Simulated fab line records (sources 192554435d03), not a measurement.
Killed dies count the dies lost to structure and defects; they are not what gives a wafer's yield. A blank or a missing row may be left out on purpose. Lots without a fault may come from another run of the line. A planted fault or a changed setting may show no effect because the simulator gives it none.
fab line records -- flow n5-finfet
record: lots: 5, wafers: 15, last-day: 16
route steps=1938 shown BEOL_M2@879 BEOL_M4@1111 PASSIVATION@1936
lots that met no fault: taken from a fault-free run of the same line
start-h: start of the lot's first displayed wafer, in hours after the record's first day -- wait-h: time in hours since the lot's previous step -- " same as the row above -- L1.1+2: a row that stands for several wafers -- - either no value or no given start -- * or withheld: withheld -- < > ~ a bound
route shown NAME@n: a module of which the file shows steps, and the number in the route of the first -- usual: mean/standard deviation taken from wafers without a fault -- same: alike in all rows -- chamber/n: place in a boat -- sites: readings site by site -- _std_site: standard deviation across them -- _edge_site: the outer-site mean with the inner-site mean subtracted -- radius-mm: for every site, how far away it sits from the centre of the wafer -- mask NAME#n: copy n -- behind: the most recent tool/chamber to have shaped the wafer -- hold: reason for holding the lot/hours on hold/outcome of the hold -- device: whichever transistor did not switch (one of n, p or np) -- end of line: tests run on the same wafers once the route is complete -- step lacking rows: just its recipe -- killed: count of dies lost to structure and defects at first sort (not the wafer's yield) -- map: a wafer's dies, marking killed ones x, the rest . and places with no die _
set.NAME: the setting that was run; set.NAME@STEP: the one run at that earlier step -- model.NAME: the simulator's own value behind a step, which no gauge read
certain route steps with their lots: each step a table, each wafer a row
services: when a tool's chamber went out of use (start-h, in hours from the record's first day, below 0 if earlier), for how many hours, and the reason
== steps ==
step: N5_BEOL_M2_DESCUM_33
recipe: chemistry: O2, time-s: 7, source-power-w: 50, bias-power-w: 20, pressure-mtorr: 20, rf-frequency-hz: 2.712e+07, temp-c: 40, resist: CAR-EUV, o2-flow-sccm: 225
step: N5_BEOL_M2_ETCH_77
recipe: chemistry: N2/H2, target: underlayer, target-depth-a: 65, mask-material: CAR-EUV, time-s: 5.2, ion-energy-ev: 200, pressure-mtorr: 30, source-w: 840, bias-w: 150, n2-flow-sccm: 200, h2-flow-sccm: 200, ends: cleared
step: N5_BEOL_M2_ETCH_69
recipe: chemistry: CF4, target: SiARC, target-depth-a: 156, mask-material: CAR-EUV, time-s: 26, ion-energy-ev: 80, pressure-mtorr: 40, source-w: 545, bias-w: 36, Ar_flow_sccm: 100, cf4-flow-sccm: 100, ends: cleared
step: N5_BEOL_M2_ALD_98
recipe: material: SiO2, target-thk-a: 25, temp-c: 100, ald-precursor-family: BDEAS, ald-co-reactant: O2-plasma, pulse-time-s: 1, co-reactant-pulse-time-s: 1, purge-time-s: 2, co-reactant-purge-time-s: 2, ald-cycles: 17, pressure-torr: 2
step: N5_BEOL_M2_ETCHBACK_99
recipe: chemistry: CHF3, target: SiO2, target-depth-a: 50, time-s: 10.4, source-w: 215, bias-w: 47, Ar_flow_sccm: 200, CHF3_flow_sccm: 12, ion-energy-ev: 100, pressure-mtorr: 30
step: N5_BEOL_M2_ETCH_70
recipe: chemistry: N2/H2, target: SOC, target-depth-a: 800, overetch-a: 240, mask-material: SiARC, temp-c: 40, time-s: 130, ion-energy-ev: 200, pressure-mtorr: 30, source-w: 840, bias-w: 150, n2-flow-sccm: 200, h2-flow-sccm: 200
step: N5_BEOL_M2_STRIP_71
recipe: chemistry: N2/H2, temp-c: 40, n2-flow-sccm: 200, h2-flow-sccm: 200, rf-frequency-hz: 6e+07
step: N5_BEOL_M2_STRIP_78
recipe: chemistry: N2/H2, temp-c: 40, n2-flow-sccm: 200, h2-flow-sccm: 200, rf-frequency-hz: 6e+07
step: N5_BEOL_M2_VIA_ETCH_34
recipe: chemistry: C4F6/O2, target-depth-a: 694, mask-material: SOC, pressure-mtorr: 15, ion-energy-ev: 250, taper-deg: 4, time-s: 65.9, source-w: 350, bias-w: 170, Ar_flow_sccm: 300, C4F6_flow_sccm: 10, O2_flow_sccm: 10
step: N5_BEOL_M2_STRIP_83
recipe: chemistry: C4F6/O2, resist: SiARC, rf-frequency-hz: 6e+07
step: N5_BEOL_M2_STRIP_36
recipe: chemistry: N2/H2, power-w: 450, temp-c: 40, pressure-mtorr: 20, rf-frequency-hz: 6e+07, overash-fraction: 0.3, bias-power-w: 7, h2-frac: 0.5, n2-flow-sccm: 200, h2-flow-sccm: 200
step: N5_BEOL_M2_TRENCH_ETCH_37
recipe: chemistry: C4F6/O2, target-depth-a: 555.55, target: SiOC, time-s: 29.2, ion-energy-ev: 250, pressure-mtorr: 30, source-w: 355, bias-w: 185, Ar_flow_sccm: 300, C4F6_flow_sccm: 10, O2_flow_sccm: 10
usual: drypump-motor-current-A: 5.8/0.49, mfc-ar-sccm: 300.0/0.92, oes-product-au: 0.85/0.09, rf-vpp-V: 661/10, run-length-s: 52.6/0.34, showerhead-plenum-p-Torr: 2.88/0.07, throttle-valve-pct: 20.85/0.2
lot.wafer,tool,chamber,start-h,wait-h,drypump-motor-current-A,mfc-ar-sccm,oes-product-au,rf-hours-counter-h,rf-vpp-V,run-length-s,showerhead-plenum-p-Torr,throttle-valve-pct,model.etch.depth-nm,model.BEOL_M2.feature-depth-nm,model.TiN_of_BEOL_M2_HM_DEP_02.thk-nm
L908.1,rie-diel-01,2,189.53,-,5.3,299.1,0.70,242,644,52.8,2.81,21.09,55.42,55.4,17.4
L908.3,rie-diel-01,1,189.53,-,6.4,300.0,0.87,74,669,52.7,2.88,20.54,56.61,56.6,17.6
L908.5,rie-diel-01,1,189.53,-,6.4,301.4,0.86,-,670,52.7,2.88,20.55,56.11,56.2,17
L912.3,rie-diel-01,1,210.89,-,6.4,299.8,0.84,82,669,55.8,2.88,20.55,62.38,62.4,17.2
L912.4,rie-diel-01,1,210.89,-,6.4,299.6,0.84,-,670,55.8,2.88,20.53,62.58,62.6,17.2
L912.6,rie-diel-01,3,210.89,-,5.5,301.6,0.69,-,660,55.8,2.81,21.02,61.43,61.4,17.6
L913.1,rie-diel-01,1,214.59,-,6.4,300.9,0.84,83,670,55.9,2.88,20.55,61.24,61.2,17.4
L913.2,rie-diel-01,0,214.59,-,6.7,300.3,0.93,11,653,55.3,2.91,20.65,62.13,62.2,17
L913.5,rie-diel-01,0,214.59,-,6.7,299.4,0.92,-,651,55.7,2.91,20.67,61.94,62,17
L915.3,rie-diel-01,3,229.02,-,5.5,300.0,0.69,244,661,56.1,2.81,21.02,62.71,62.8,17.4
L915.5,rie-diel-01,2,229.02,-,5.3,299.2,0.98,-,645,56.1,2.80,20.72,63.67,63.6,17.2
L915.6,rie-diel-01,1,229.02,-,6.4,301.6,0.84,-,668,55.7,2.88,20.55,62.78,62.8,17.6
L917.2,rie-diel-06,3,247.74,-,5.6,300.8,0.74,204,653,52.8,2.80,21.21,56.21,56.2,17.8
L917.5,rie-diel-06,1,247.74,-,6.1,299.8,0.85,-,668,53.1,3.03,20.77,55.71,55.8,17.6
L917.6,rie-diel-06,0,247.74,-,5.1,301.0,0.76,-,681,52.8,2.97,21.02,54.15,54.2,17.4
step: N5_BEOL_M2_ETCH_41
recipe: chemistry: CH3F/O2, target: SiCN, target-depth-a: 299, taper-deg: 2, time-s: 52.5, ion-energy-ev: 120, mask-material: TiN, pressure-mtorr: 30, source-w: 395, bias-w: 75, Ar_flow_sccm: 150, CH3F_flow_sccm: 30, O2_flow_sccm: 20
step: N5_BEOL_M2_STRIP_97
recipe: chemistry: N2/H2, time-s: 10, power-w: 450, temp-c: 40, pressure-mtorr: 20, rf-frequency-hz: 6e+07, bias-power-w: 7, n2-flow-sccm: 200, h2-flow-sccm: 200
step: N5_BEOL_M2_OCD_MEAS_38
usual: trench-depth-nm: 55.6/1
lot.wafer,tool,chamber,start-h,wait-h,trench-depth-nm
L908.1,ocd-02,-,189.68,-,55.1
L908.3,ocd-02,-,189.68,-,57.0
L908.5,ocd-02,-,189.68,-,56.3
L912.3,ocd-01,-,211.04,-,62.4
L912.4,ocd-01,-,211.04,-,62.7
L912.6,ocd-01,-,211.04,-,62.3
L913.1,ocd-01,-,214.74,-,61.8
L913.2,ocd-01,-,214.74,-,62.1
L913.5,ocd-01,-,214.74,-,62.2
L915.3,ocd-02,-,229.18,-,62.9
L915.5,ocd-02,-,229.18,-,63.5
L915.6,ocd-02,-,229.18,-,63.5
L917.2,ocd-01,-,247.89,-,56.7
L917.5,ocd-01,-,247.89,-,55.4
L917.6,ocd-01,-,247.89,-,54.5
step: N5_BEOL_M2_HM_STRIP_39
recipe: chemistry: peroxide-tin-strip, material: TiN, target-depth-a: 250, temp-c: 50, time-s: 158
step: N5_BEOL_M2_SRD_40
recipe: time-s: 30, temp-c: 23, rinse-liquid: diw, dry: ipa-marangoni
step: N5_BEOL_M2_PRECLEAN_42
recipe: chemistry: residue-remover, time-s: 60, temp-c: 40
step: N5_BEOL_M2_SRD_43
recipe: time-s: 30, temp-c: 23, rinse-liquid: diw, dry: ipa-marangoni
step: N5_BEOL_M2_DEGAS_44
recipe: ambient: vacuum, temp-c: 250, time-s: 60
step: N5_BEOL_M2_PRE_CLEAN_45
recipe: gas: H2/He, time-s: 30, temp-c: 250
step: N5_BEOL_M2_ALD_84
recipe: material: TaN, target-thk-a: *, temp-c: 275, ald-precursor-family: PDMAT, ald-co-reactant: NH3, pressure-torr: 3, carrier-flow-sccm: 1500, pulse-time-s: 2, purge-time-s: 3, co-reactant-purge-time-s: 2, co-reactant-pulse-time-s: 3, ald-cycles: 30, precursor-vessel-temp-c: 75, precursor-vessel-pressure-torr: 26.25, precursor-vessel-carrier-sccm: 1000
step: N5_BEOL_M2_SURFACE_TREAT_85
recipe: gas: Ar, time-s: *, ion-energy-ev: *, ion-current-ma-cm2: 0.5, pressure-mtorr: *, ar-flow-sccm: 30
step: N5_BEOL_M2_CVD_47
recipe: material: Co, target-thk-a: 30, temp-c: withheld, precursor: CCTBA/H2, pressure-torr: 30, time-s: 223.8
step: N5_BEOL_M2_SPUTTER_48
recipe: material: Cu, target-thk-a: 45, temp-c: -20, chamber-pressure-pa: 0.07, power-w: withheld, time-s: 8.29
step: N5_BEOL_M2_ANNEAL_49
recipe: temp-c: 400, time-s: 240, ambient: vacuum
step: N5_BEOL_M2_SPUTTER_79
recipe: material: Cu, target-thk-a: 45, temp-c: -20, chamber-pressure-pa: 0.07, power-w: withheld, time-s: 8.29
step: N5_BEOL_M2_ANNEAL_80
recipe: temp-c: 400, time-s: 240, ambient: vacuum
step: N5_BEOL_M2_SPUTTER_81
recipe: material: Cu, target-thk-a: 45, temp-c: -20, chamber-pressure-pa: 0.07, power-w: withheld, time-s: 8.29
step: N5_BEOL_M2_ANNEAL_82
recipe: temp-c: 400, time-s: 240, ambient: vacuum
step: N5_BEOL_M2_SPUTTER_86
recipe: material: Cu, target-thk-a: 45, temp-c: -20, chamber-pressure-pa: 0.07, power-w: withheld, time-s: 8.29
step: N5_BEOL_M2_ANNEAL_87
recipe: temp-c: 400, time-s: 240, ambient: vacuum
step: N5_BEOL_M2_SPUTTER_88
recipe: material: Cu, target-thk-a: 45, temp-c: -20, chamber-pressure-pa: 0.07, power-w: withheld, time-s: 8.29
step: N5_BEOL_M2_ANNEAL_89
recipe: temp-c: 400, time-s: 240, ambient: vacuum
step: N5_BEOL_M2_SPUTTER_90
recipe: material: Cu, target-thk-a: 45, temp-c: -20, chamber-pressure-pa: 0.07, power-w: withheld, time-s: 8.29
step: N5_BEOL_M2_ANNEAL_91
recipe: temp-c: 400, time-s: 240, ambient: vacuum
step: N5_BEOL_M2_SPUTTER_92
recipe: material: Cu, target-thk-a: 45, temp-c: -20, chamber-pressure-pa: 0.07, power-w: withheld, time-s: 8.29
step: N5_BEOL_M2_ANNEAL_93
recipe: temp-c: 400, time-s: 240, ambient: vacuum
step: N5_BEOL_M2_SPUTTER_94
recipe: material: Cu, target-thk-a: 45, temp-c: -20, chamber-pressure-pa: 0.07, power-w: withheld, time-s: 8.29
step: N5_BEOL_M2_ANNEAL_95
recipe: temp-c: 400, time-s: 240, ambient: vacuum
step: N5_BEOL_M2_CMP_52
recipe: stop-on: SiOC, t-overpolish-s: 6.8, down-force-psi: 1, platen-rpm: 50, clearing-platen-down-force-psi: 1.5, clearing-platen-rpm: 50, post-cmp-clean: cu-alkaline, target-thk-nm: 40, clearing-platen-pad-velocity-m-s: 0.99484, pad-velocity-m-s: 0.99484
usual: barrier-field-endpoint-s: 24.5/0.67, motor-current-A: 5.9/0.53, overpolish-run-s: 6.800/0.0087, retaining-ring-pressure-frac: 0.999/0.0053, time-to-endpoint-s: 61/3.4
lot.wafer,tool,chamber,start-h,wait-h,barrier-field-endpoint-s,motor-current-A,overpolish-run-s,retaining-ring-pressure-frac,time-to-endpoint-s,model.Cu_of_BEOL_M2_ECD_50.thk-nm
L908.3,cmp-04,2,193.01,0.2,23.5,6.6,6.800,1.006,60,40.4
L908.1,cmp-04,3,193.01,0.2,23.6,6.0,6.796,0.999,61,39.6
L908.5,cmp-04,3,193.01,0.2,24.7,5.9,6.799,0.993,61,38.8
L912.3,cmp-04,2,214.74,0.2,24.9,6.2,6.794,1.001,58,45.6
L912.4,cmp-04,0,214.74,0.2,25.4,6.2,6.805,0.999,59,46.6
L912.6,cmp-04,2,214.74,0.2,25.0,5.9,6.803,0.990,56,45.8
L913.1,cmp-02,1,220.01,0.3,23.9,6.2,6.788,0.988,57,44
L913.2,cmp-02,2,220.01,0.3,24.5,5.8,6.794,0.997,60,43.2
L913.5,cmp-02,0,220.01,0.3,24.9,5.1,6.797,0.994,60,44.4
L915.3,cmp-01,3,232.86,0.2,24.9,5.6,6.779,0.994,63,48.2
L915.6,cmp-01,1,232.86,0.2,24.7,7.0,6.782,1.003,60,47.4
L915.5,cmp-01,2,232.86,0.2,25.2,5.5,6.789,0.998,59,49
L917.2,cmp-02,1,251.35,0.2,23.8,6.5,6.809,0.996,55,38.4
L917.6,cmp-02,1,251.35,0.2,23.6,6.4,6.803,1.003,54,36.6
L917.5,cmp-02,2,251.35,0.2,23.9,5.9,6.787,0.985,58,38
step: N5_BEOL_M2_THK_MEAS_53
recipe: thk-meas-gauge: xrf, reads: Cu_of_BEOL_M2_ECD_50
usual: M2_THK: 39.9/1.6
lot.wafer,tool,chamber,start-h,wait-h,M2_THK[nm]
L908.1,film-metro-01,-,193.31,-,40.2
L908.3,film-metro-01,-,193.31,-,40.8
L908.5,film-metro-01,-,193.31,-,39.3
L912.3,film-metro-01,-,215.00,-,46.0
L912.4,film-metro-01,-,215.00,-,47.0
L912.6,film-metro-01,-,215.00,-,46.1
L913.1,film-metro-01,-,220.26,-,44.3
L913.2,film-metro-01,-,220.26,-,43.5
L913.5,film-metro-01,-,220.26,-,44.8
L915.3,film-metro-02,-,233.08,-,48.6
L915.5,film-metro-02,-,233.08,-,49.8
L915.6,film-metro-02,-,233.08,-,48.1
L917.2,film-metro-01,-,251.64,-,38.9
L917.5,film-metro-01,-,251.64,-,38.6
L917.6,film-metro-01,-,251.64,-,37.1
step: N5_BEOL_M2_RS_MEAS_58
recipe: thk-meas-gauge: four-point-probe, reads: Co_of_BEOL_M2_CO_CAP_55+Cu_of_BEOL_M2_ECD_50+Co_of_BEOL_M2_CVD_47+TaN_of_BEOL_M2_ALD_84
usual: M2_RS: 0.68/0.036
lot.wafer,tool,chamber,start-h,wait-h,M2_RS[ohm/sq]
L908.1,film-metro-02,-,193.57,0.0,0.67
L908.3,film-metro-02,-,193.57,0.0,0.66
L908.5,film-metro-02,-,193.57,0.0,0.69
L912.3,film-metro-02,-,215.29,0.1,0.56
L912.4,film-metro-02,-,215.29,0.1,0.55
L912.6,film-metro-02,-,215.29,0.1,0.56
L913.1,film-metro-01,-,220.53,0.0,0.59
L913.2,film-metro-01,-,220.53,0.0,0.60
L913.5,film-metro-01,-,220.53,0.0,0.59
L915.3,film-metro-01,-,233.39,0.1,0.53
L915.5,film-metro-01,-,233.39,0.1,0.52
L915.6,film-metro-01,-,233.39,0.1,0.54
L917.2,film-metro-02,-,251.90,0.1,0.70
L917.5,film-metro-02,-,251.90,0.1,0.71
L917.6,film-metro-02,-,251.90,0.1,0.75
step: N5_BEOL_M4_RC_MEAS_101
usual: DIBL_N: 36.0/1.7, DIBL_P: 36.0/2, IOFF_N: 0.156/0.028, IOFF_P: 0.21/0.04, ION_N: 673/12, ION_P: 463/8.3, SS_N: 71.4/0.6, SS_P: 73.3/0.66, VT_N: 250/3, VT_P: -250/3.8
lot.wafer,tool,chamber,start-h,wait-h,DIBL_N[mV/V],DIBL_P[mV/V],IOFF_N[nA/um],IOFF_P[nA/um],ION_N[uA/um],ION_P[uA/um],SS_N[mV/dec],SS_P[mV/dec],VT_N[mV],VT_P[mV]
L908.1,prober-02,0,207.88,0.0,37.3,35.2,0.166,0.20,661,455,72.5,73.8,252,-251
L908.3,prober-02,0,207.88,0.0,36.4,35.3,0.167,0.21,680,473,71.4,74.1,249,-250
L908.5,prober-02,0,207.88,0.0,36.3,35.7,0.160,0.22,676,468,70.8,74.0,251,-248
L912.3,prober-02,0,239.08,0.3,34.1,34.7,0.139,0.23,678,475,70.7,73.0,250,-246
L912.4,prober-02,0,239.08,0.3,34.8,35.9,0.168,0.26,685,481,71.6,73.5,245,-244
L912.6,prober-02,0,239.08,0.3,36.1,37.5,0.177,0.31,666,470,71.5,73.7,246,-243
L913.1,prober-01,0,242.92,0.0,37.9,40.0,0.192,0.35,677,482,71.8,74.1,247,-239
L913.2,prober-01,0,242.92,0.0,39.6,40.9,0.234,0.35,697,481,72.3,74.8,242,-240
L913.5,prober-01,0,242.92,0.0,38.8,39.9,0.215,0.34,687,479,72.7,74.6,247,-240
L915.3,prober-02,0,254.33,0.3,33.7,33.9,0.131,0.17,664,451,70.9,73.6,251,-255
L915.5,prober-02,0,254.33,0.3,34.3,35.0,0.139,0.17,663,460,71.5,73.0,253,-254
L915.6,prober-02,0,254.33,0.3,35.4,35.8,0.154,0.18,677,459,72.2,73.6,248,-253
L917.2,prober-02,0,274.30,0.2,36.8,36.6,0.163,0.23,694,475,71.6,72.9,247,-247
L917.5,prober-02,0,274.30,0.2,38.2,37.5,0.184,0.24,700,476,72.0,73.9,248,-245
L917.6,prober-02,0,274.30,0.2,38.3,37.1,0.164,0.23,673,463,72.0,73.0,250,-249
step: N5_PASSIVATION_PROBE_49
usual: defect-limited-yield: 91.6/1.6, killed_at_M0_to_M3: 31/10, killed_at_M4_up: 14/6.3, killed-at-contacts: 12/6.1, killed-at-front-end: 39/12, killed-at-other: 3.7/2.8, killed-dies: 100/19, killed-open: 66/14, killed-short: 33/8.1, sort_bin_5_function: 5.0/1.1, sort_bin_6_memory: 3.2/0.66, sort-n-pass: 1080/18, sort-yield-pct: 91.6/1.6
same: gross-dies: 1180, killed-at-back-side: 0, sort_bin_4_leakage[%]: 0, sort_bin_8_speed[%]: 0
lot.wafer,tool,chamber,start-h,wait-h,defect-limited-yield[%],killed_at_M0_to_M3,killed_at_M4_up,killed-at-contacts,killed-at-front-end,killed-at-other,killed-dies,killed-open,killed-short,sort_bin_5_function[%],sort_bin_6_memory[%],sort-n-pass,sort-yield-pct[%]
L908.1,prober-01,-,314.20,0.0,91.6,29,13,11,44,2,99,67,32,4.8,3.5,1081,91.6
L908.3,prober-01,-,314.30,0.1,90.5,49,19,9,35,0,112,71,39,6.0,3.3,1068,90.5
L908.5,prober-01,-,314.40,0.2,91.2,28,11,14,51,0,104,73,30,4.2,3.9,1076,91.2
L912.3,prober-02,-,339.11,0.1,91.1,36,12,11,41,5,105,64,41,5.9,2.6,1075,91.1
L912.4,prober-02,-,339.16,0.2,91.8,33,8,12,40,4,97,53,44,4.1,3.6,1083,91.8
L912.6,prober-02,-,339.26,0.3,92.1,27,18,3,42,3,93,57,36,3.7,3.8,1087,92.1
L913.1,prober-02,-,347.75,0.0,93.0,24,7,5,44,3,83,52,29,3.7,3.1,1097,93.0
L913.2,prober-02,-,347.80,0.1,93.0,39,25,2,17,0,83,55,28,3.8,3.1,1097,93.0
L913.5,prober-02,-,347.95,0.2,93.8,25,13,4,28,3,73,54,19,3.6,2.5,1107,93.8
L915.3,prober-02,-,366.54,0.1,93.2,23,10,2,40,5,80,50,28,4.2,2.4,1100,93.2
L915.5,prober-02,-,366.64,0.2,90.4,40,15,6,49,3,113,69,44,5.2,3.8,1067,90.4
L915.6,prober-02,-,366.69,0.3,91.5,16,13,6,64,1,100,75,23,5.3,3.1,1080,91.5
L917.2,prober-02,-,376.75,0.1,88.7,30,20,17,60,6,133,83,46,6.7,4.0,1047,88.7
L917.5,prober-02,-,376.90,0.2,91.9,22,14,13,43,3,95,64,29,4.6,3.1,1085,91.9
L917.6,prober-02,-,376.95,0.3,87.8,35,20,17,69,3,144,80,63,7.2,4.3,1036,87.8
killed by level:class
L908.1 FIN_SAQP:geometric-particle:open=10 BEOL_M0_SAQP:geometric-particle:open=8 STI_FIN_REVEAL:geometric-particle:open=7 BEOL_M0_SAQP:geometric-particle:short=7 FIN_SAQP:geometric-particle:short=6 MOL_CONTACT_COAG:geometric-particle:open=6 BEOL_M2:geometric-particle:open=6 MOL_CONTACT_COAG:geometric-particle:short=5
L908.3 BEOL_M0_SAQP:geometric-particle:short=11 BEOL_M0_SAQP:geometric-particle:open=11 FIN_SAQP:geometric-particle:short=10 BEOL_M2:geometric-particle:open=9 BEOL_M4:geometric-particle:open=8 MOL_CONTACT_COAG:geometric-particle:open=7 BEOL_M1:geometric-particle:open=6 FIN_SAQP:geometric-particle:open=5
L908.5 FIN_SAQP:geometric-particle:open=16 MOL_CONTACT_COAG:geometric-particle:open=12 FIN_SAQP:geometric-particle:short=10 BEOL_M2:geometric-particle:open=10 BEOL_M0_SAQP:geometric-particle:open=8 GATE_CUT:geometric-particle:short=7 DUMMY_GATE:geometric-particle:open=4 GATE_CUT:geometric-particle:open=4
L912.3 GATE_CUT:geometric-particle:short=10 FIN_SAQP:geometric-particle:short=9 BEOL_M0_SAQP:geometric-particle:short=8 MOL_CONTACT_COAG:geometric-particle:open=8 BEOL_M2:geometric-particle:open=7 BEOL_M1:geometric-particle:open=6 BEOL_M3:geometric-particle:open=5 FIN_SAQP:geometric-particle:open=4
L912.4 MOL_CONTACT_COAG:geometric-particle:open=10 GATE_CUT:geometric-particle:short=9 BEOL_M0_SAQP:geometric-particle:short=8 FIN_SAQP:geometric-particle:short=7 FIN_SAQP:geometric-particle:open=5 BEOL_M0:geometric-particle:short=5 BEOL_M2:geometric-particle:open=5 STI_FIN_REVEAL:geometric-particle:open=4
L912.6 GATE_CUT:geometric-particle:short=11 BEOL_M2:geometric-particle:open=10 FIN_SAQP:geometric-particle:short=8 BEOL_M4:geometric-particle:open=7 GATE_CUT:geometric-particle:open=6 BEOL_M0_SAQP:geometric-particle:open=5 DUMMY_GATE:geometric-particle:open=4 BEOL_M1:geometric-particle:open=4
L913.1 FIN_SAQP:geometric-particle:open=13 FIN_SAQP:geometric-particle:short=7 BEOL_M1:geometric-particle:open=6 MOL_CONTACT_COAG:geometric-particle:open=5 GATE_CUT:geometric-particle:open=4 BEOL_M3:geometric-particle:open=4 BEOL_M0_SAQP:geometric-particle:short=3 BEOL_M0_SAQP:geometric-particle:open=3
L913.2 BEOL_M4:geometric-particle:open=14 BEOL_M1:geometric-particle:open=10 BEOL_M0_SAQP:geometric-particle:open=8 BEOL_M0_SAQP:geometric-particle:short=7 BEOL_M2:geometric-particle:open=7 BEOL_M4:geometric-particle:short=5 BEOL_M3:geometric-particle:open=4 STARTING-WAFER:geometric-particle:short=3
L913.5 BEOL_M3:geometric-particle:open=10 FIN_SAQP:geometric-particle:open=8 BEOL_M1:geometric-particle:open=8 BEOL_M4:geometric-particle:open=8 ILD0:geometric-particle:short=4 MOL_CONTACT_COAG:geometric-particle:open=3 BEOL_M3:geometric-particle:short=3 FIN_SAQP:geometric-particle:short=2
L915.3 FIN_SAQP:geometric-particle:open=12 SPACER0:geometric-particle:short=8 SPACER0:geometric-particle:open=5 BEOL_M2:geometric-particle:open=5 BEOL_M0:geometric-particle:open=4 FIN_SAQP:geometric-particle:short=3 GATE_CUT:geometric-particle:short=3 BEOL_M1:geometric-particle:open=3
L915.5 FIN_SAQP:geometric-particle:open=12 STI_FIN_REVEAL:geometric-particle:open=10 BEOL_M0_SAQP:geometric-particle:short=9 BEOL_M3:geometric-particle:open=8 GATE_CUT:geometric-particle:short=6 BEOL_M1:geometric-particle:open=6 FIN_SAQP:geometric-particle:short=5 BEOL_M0:geometric-particle:open=5
L915.6 FIN_SAQP:geometric-particle:open=14 STI_FIN_REVEAL:geometric-particle:open=9 DUMMY_GATE:geometric-particle:open=8 GATE_CUT:geometric-particle:open=7 MOL_CONTACT_COAG:geometric-particle:open=6 GATE_CUT:geometric-particle:short=5 BEOL_M1:geometric-particle:open=5 FIN_SAQP:geometric-particle:short=4
L917.2 FIN_SAQP:geometric-particle:short=15 FIN_SAQP:geometric-particle:open=15 BEOL_M4:geometric-particle:open=14 MOL_CONTACT_COAG:geometric-particle:open=13 BEOL_M0_SAQP:geometric-particle:short=8 BEOL_M2:geometric-particle:open=6 DUMMY_GATE:geometric-particle:open=6 BEOL_M0_SAQP:geometric-particle:open=6
L917.5 MOL_CONTACT_COAG:geometric-particle:open=13 FIN_SAQP:geometric-particle:open=10 BEOL_M2:geometric-particle:open=7 BEOL_M4:geometric-particle:open=7 STI_FIN_REVEAL:geometric-particle:short=5 GATE_CUT:geometric-particle:open=4 GATE_CUT:geometric-particle:short=4 BEOL_M1:geometric-particle:open=4
L917.6 FIN_SAQP:geometric-particle:short=23 FIN_SAQP:geometric-particle:open=21 BEOL_M4:geometric-particle:open=15 MOL_CONTACT_COAG:geometric-particle:open=13 BEOL_M0_SAQP:geometric-particle:short=12 ILD0:geometric-particle:open=7 BEOL_M0_SAQP:geometric-particle:open=7 BEOL_M2:geometric-particle:open=7
== services ==
tool,chamber,start-h,hours,kind
rie-diel-01,0,167.59,-,clean
rie-diel-01,0,167.59,-,consumable-replace:focus-ring
rie-diel-01,0,167.59,20.5,scheduled-down
rie-diel-01,0,167.59,20.5,vent-cycle
cmp-04,-,176.96,4.8,pm
cmp-02,-,179.48,2.3,repair
rie-diel-06,2,184.66,-,clean
rie-diel-06,2,184.66,-,consumable-replace:focus-ring
rie-diel-01,2,210.24,-,clean
rie-diel-01,2,210.24,-,consumable-replace:focus-ring
rie-diel-01,2,210.24,15.4,scheduled-down
rie-diel-01,2,210.24,15.4,vent-cycle
cmp-01,-,221.34,4.7,pm
cmp-04,-,223.57,4.0,pm
cmp-04,-,227.57,-,consumable-replace:conditioner
cmp-04,-,227.57,-,consumable-replace:pad
cmp-02,-,240.06,4.0,pm
cmp-02,-,244.06,-,consumable-replace:conditioner
cmp-02,-,244.06,-,consumable-replace:pad
cmp-04,-,247.54,5.0,repair
rie-diel-01,3,247.96,-,clean
rie-diel-01,3,247.96,-,consumable-replace:focus-ring
rie-diel-01,3,247.96,16.2,scheduled-down
rie-diel-01,3,247.96,16.2,vent-cycle
== key ==
first-sign: step: N5_BEOL_M2_TRENCH_ETCH_37, reading: run-length-s, direction: up, sigmas: 9.4, usual: *, struck: *
effect: step: N5_BEOL_M2_OCD_MEAS_38, reading: trench-depth-nm, direction: up, sigmas: 6.9, usual: 55.6, struck: 62.6
effect: step: N5_BEOL_M2_THK_MEAS_53, reading: M2_THK, direction: up, sigmas: 4.1, usual: 39.9, struck: 46.5
effect: step: N5_BEOL_M2_RS_MEAS_58, reading: M2_RS, direction: down, sigmas: 3.3, usual: 0.68, struck: 0.56
model-effect: step: N5_BEOL_M2_TRENCH_ETCH_37, value: etch.depth-nm, without: 55.69, struck: 62.32
model-effect: step: N5_BEOL_M2_CMP_52, value: Cu_of_BEOL_M2_ECD_50.thk-nm, without: 39.4, struck: 46.02
met-at N5_BEOL_M2_TRENCH_ETCH_37
struck-wafers L912.3,L912.4,L912.6,L913.1,L913.2,L913.5,L915.3,L915.5,L915.6
onset-between 189.53 210.89
earlier-fault: kind: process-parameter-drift, tool: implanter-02, chamber: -, onset-h: 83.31, steps: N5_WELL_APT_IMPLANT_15, channel: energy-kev, offset: 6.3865, shape: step, acts-in: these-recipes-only, stated: 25
earlier-fault: kind: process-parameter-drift, tool: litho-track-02, chamber: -, onset-h: 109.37, steps: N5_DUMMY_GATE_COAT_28, channel: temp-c, offset: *, shape: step, acts-in: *, stated: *
fault: kind: process-parameter-drift, tool: rie-diel-01, chamber: -, onset-h: 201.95, steps: N5_BEOL_M2_TRENCH_ETCH_37, channel: time-s, offset: *, shape: step, acts-in: *, stated: *
